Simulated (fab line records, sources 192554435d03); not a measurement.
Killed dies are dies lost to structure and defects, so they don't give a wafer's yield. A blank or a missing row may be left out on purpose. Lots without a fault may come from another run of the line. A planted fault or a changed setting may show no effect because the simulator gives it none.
Which tool did it? | flow n5_finfet | 12 lots, 36 wafers sampled, at 3 steps of a route of 1938

WHAT THE GAUGES READ, wafer by wafer
N5_MIM_TOP_LITHO_OVL_MEAS_11.
lot  | measured     | on         | MIM_TOP_OVL (nm)
L757 | day 11 23:05 | overlay-02 | -4 -6 -10
L758 | day 12 19:25 | overlay-01 | 2 -4 -9
L761 | day 13 06:32 | overlay-01 | -5 -13 -6
L764 | day 13 20:28 | overlay-02 | -2 -8 3
L766 | day 14 13:51 | overlay-01 | 1 -11 -5
L767 | day 14 19:29 | overlay-01 | -12 -2 -9
L768 | day 15 09:12 | overlay-01 | -5 -3 4
L769 | day 15 01:48 | overlay-01 | -7 -1 -13
L770 | day 15 14:50 | overlay-02 | -13 -7 -2
L771 | day 15 11:40 | overlay-02 | -3 2 1
L773 | day 16 03:48 | overlay-01 | -6 1 -9
L772 | day 16 08:50 | overlay-02 | -12 -7 -5

WHICH TOOL RAN EACH LOT (tool, then ch and the chambers of the sampled wafers, then the start)
lot  | N5_BEOL_M2_CVD_47                | N5_MIM_BOT_SPUTTER_00
L757 | cvd_co-02 ch 0,2, day 6 21:45    | pvd_sputter-01, day 11 21:24
L758 | cvd_co-02 ch 0,1, day 7 01:13    | pvd_sputter-01, day 12 17:43
L761 | cvd_co-01 ch 0,2, day 8 02:28    | pvd_sputter-03, day 13 05:05
L764 | cvd_co-01 ch 0,1,2, day 8 19:07  | pvd_sputter-03, day 13 18:37
L766 | cvd_co-02 ch 0,1,2, day 9 10:56  | pvd_sputter-02, day 14 11:56
L767 | cvd_co-02 ch 0,1, day 9 18:50    | pvd_sputter-02, day 14 17:28
L768 | cvd_co-02 ch 0,1,2, day 9 21:50  | pvd_sputter-03, day 15 07:39
L769 | cvd_co-02 ch 0,1,2, day 10 02:34 | pvd_sputter-03, day 15 00:24
L770 | cvd_co-02 ch 0,1,2, day 10 05:11 | pvd_sputter-03, day 15 11:32
L771 | cvd_co-02 ch 1,2, day 10 08:13   | pvd_sputter-02, day 15 08:00
L773 | cvd_co-02 ch 0,2, day 10 22:23   | pvd_sputter-02, day 16 01:25
L772 | cvd_co-02 ch 0,1,2, day 11 00:19 | pvd_sputter-01, day 16 07:08
- N5_BEOL_M2_CVD_47: deposits Co from CCTBA/H2, target thk 3 nm, time 223.8 s.
- N5_MIM_BOT_SPUTTER_00: material TiN, target thk 35 nm, time 89.7 s.

WHAT THE TOOLS THEMSELVES READ (means of the sampled wafers that have a number; where no wafer has one, the mark that the record gives instead)
N5_BEOL_M2_CVD_47.
lot  | tool      | chamber_pressure_Torr (Torr)
L757 | cvd_co-02 | 29.99
L758 | cvd_co-02 | 29.99
L761 | cvd_co-01 | 30.04
L764 | cvd_co-01 | 29.97
L766 | cvd_co-02 | 29.99
L767 | cvd_co-02 | 29.94
L768 | cvd_co-02 | 30.00
L769 | cvd_co-02 | 30.03
L770 | cvd_co-02 | 30.02
L771 | cvd_co-02 | 29.98
L773 | cvd_co-02 | 30.00
L772 | cvd_co-02 | 30.09

N5_MIM_BOT_SPUTTER_00.
lot  | tool           | cathode_dc_power_W (W) | throttle_valve_pct (%)
L757 | pvd_sputter-01 | 3000.2                 | 30.0
L758 | pvd_sputter-01 | 2999.8                 | 30.1
L761 | pvd_sputter-03 | 3000.1                 | 30.0
L764 | pvd_sputter-03 | 2999.6                 | 30.1
L766 | pvd_sputter-02 | 2999.7                 | 28.7
L767 | pvd_sputter-02 | 2999.7                 | 28.8
L768 | pvd_sputter-03 | 3000.0                 | 29.9
L769 | pvd_sputter-03 | 3000.0                 | 30.3
L770 | pvd_sputter-03 | 3000.5                 | 30.2
L771 | pvd_sputter-02 | 3000.0                 | 28.8
L773 | pvd_sputter-02 | 3000.6                 | 29.5
L772 | pvd_sputter-01 | 3000.0                 | 31.2

THE ANSWER, worked out from the rows above alone
Rule: what is usual is taken from the lots themselves. Put in order of their means at a reading, lots are off if they are a third of the lots or fewer, leave a main group of 4 or more, and stand apart from it by a gap of 3 or more times the standard deviation of the main group's means; of several such gaps the widest counts. A main group whose means are all the same, to the digits that the tables above print for the reading, isn't used. A lot without any number at a reading at which 4 lots or more have one is off too. The other lots that the step has rows for count as sound. The gauges are gone through in route order, then the tools' own readings, and for those a lot's mean is taken as printed above. The first step at which some lot is off is used, and at that step the reading that is off furthest; a lot without a number counts as furthest.
No lot is off at any reading shown: from this, nothing can be told.

WHAT THE SIMULATOR HAD PUT IN
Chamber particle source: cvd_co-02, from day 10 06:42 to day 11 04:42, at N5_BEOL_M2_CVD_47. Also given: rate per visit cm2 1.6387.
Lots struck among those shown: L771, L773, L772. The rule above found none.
